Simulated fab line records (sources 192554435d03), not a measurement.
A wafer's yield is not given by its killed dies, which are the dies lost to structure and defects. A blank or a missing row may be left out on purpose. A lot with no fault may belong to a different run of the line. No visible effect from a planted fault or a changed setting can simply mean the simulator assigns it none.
Chamber matching + flow n5_finfet + thermal_cvd_si-01 running N5_HKMG_FIN_CVD_62: 3 sister chambers
The step deposits a-Si from Si2H6, target thk 3 nm, time 20.8 s. 16 wafers are shown with their chamber, then 8 later ones without.

## WAFERS WITH THEIR CHAMBER
| wafer  | chamber | heater_power_w (W) |
|--------|---------|--------------------|
| L295.1 | 1       | 1363               |
| L295.2 | 2       | 1327               |
| L295.5 | 2       | 1305               |
| L297.1 | 2       | 1317               |
| L297.3 | 1       | 1381               |
| L297.6 | 2       | 1320               |
| L299.1 | 2       | 1334               |
| L299.2 | 0       | 1507               |
| L299.6 | 1       | 1364               |
| L301.1 | 0       | 1528               |
| L301.2 | 2       | 1286               |
| L301.5 | 1       | 1363               |
| L303.4 | 0       | 1513               |
| L303.5 | 1       | 1374               |
| L303.6 | 2       | 1351               |
| L305.1 | 1       | 1340               |

SIGNATURES (means of the wafers above)
| reading        | chamber 0 | chamber 1 | chamber 2 | scatter within a chamber |
|----------------|-----------|-----------|-----------|--------------------------|
| heater_power_w | 1516.00   | 1364.17   | 1320.00   | 17.1                     |
Rule: for each reading, subtract the chamber's mean from the wafer's reading, divide by that reading's scatter and square the result; add these up over the readings and take the root, which gives the wafer's distance from the chamber. If the next closest chamber is less than 2 further off than the closest, the wafer can't be placed; otherwise it belongs to the closest. The scatter: the root of (the sum of the squares of (reading less its chamber's mean) over the shown wafers, divided by (wafers less chambers)).

## WAFERS MISSING THEIR CHAMBER
| wafer  | heater_power_w (W) |
|--------|--------------------|
| L305.2 | 1304               |
| L305.6 | 1379               |
| L307.1 | 1343               |
| L307.3 | 1539               |
| L307.5 | 1353               |
| L315.2 | 1335               |
| L315.5 | 1361               |
| L315.6 | 1387               |

## WHICH CHAMBER EACH ONE RAN IN
| wafer  | from the rows above     | in truth                   |
|--------|-------------------------|----------------------------|
| L305.2 | 2                       | 2                          |
| L305.6 | 1                       | 1                          |
| L307.1 | can't be placed: 1 or 2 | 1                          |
| L307.3 | 0                       | 0                          |
| L307.5 | can't be placed: 1 or 2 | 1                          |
| L315.2 | can't be placed: 2 or 1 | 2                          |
| L315.5 | 1                       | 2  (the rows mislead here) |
| L315.6 | 1                       | 1                          |
Placed correctly: 4 of 8. Cannot be placed on the basis of these rows: 3; the candidates contain the true chamber in 3. Placed wrongly: 1.
